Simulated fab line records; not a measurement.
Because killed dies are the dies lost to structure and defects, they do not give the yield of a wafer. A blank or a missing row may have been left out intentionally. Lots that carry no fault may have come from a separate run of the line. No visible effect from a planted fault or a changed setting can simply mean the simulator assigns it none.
Chamber matching ; flow n5 finfet ; N5_HKMG_FIN_ALD_21 on ald metal-02 has 4 sister chambers
The step deposits TiN, target thk 1.5 nm, pulse time 1 s, purge time 3 s. 4 wafers are shown with their chamber, then 8 later ones without.

== EACH WAFER AND ITS CHAMBER ==
wafer;chamber;heater power w (W)
L078.1;1;912
L078.5;2;913
L079.5;0;838
L082.1;3;952

== WAFERS WITH NO CHAMBER GIVEN ==
wafer;heater power w (W)
L082.3;911
L082.5;914
L084.1;930
L084.3;846
L084.6;918
L094.1;967
L094.2;926
L094.3;826

== THE CHAMBER EACH PASSED THROUGH ==
wafer;from the rows above;in truth
L082.3;can't be placed: 1 or 2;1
L082.5;can't be placed: 2 or 1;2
L084.1;can't be placed: 2 or 1 or 3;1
L084.3;0;0
L084.6;can't be placed: 2 or 1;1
L094.1;3;3
L094.2;can't be placed: 2 or 1 or 3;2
L094.3;0;0
Correctly placed: 3 of 8. Not placeable from these rows: 5 (in 5, the candidates include the true chamber). Placed wrongly: 0.
How it was worked out, from the rows above alone: a wafer's distance from a chamber is the root of the sum, over the readings, of the square of ((its reading less the chamber's mean) divided by the reading's scatter). If the next closest chamber is less than 2 further off than the closest, the wafer can't be placed; otherwise it belongs to the closest. Each chamber's mean is taken over the wafers shown for it. The scatter: with one shown wafer a chamber, the root of the mean of the squares of how far each hidden wafer lies from its nearest shown one.
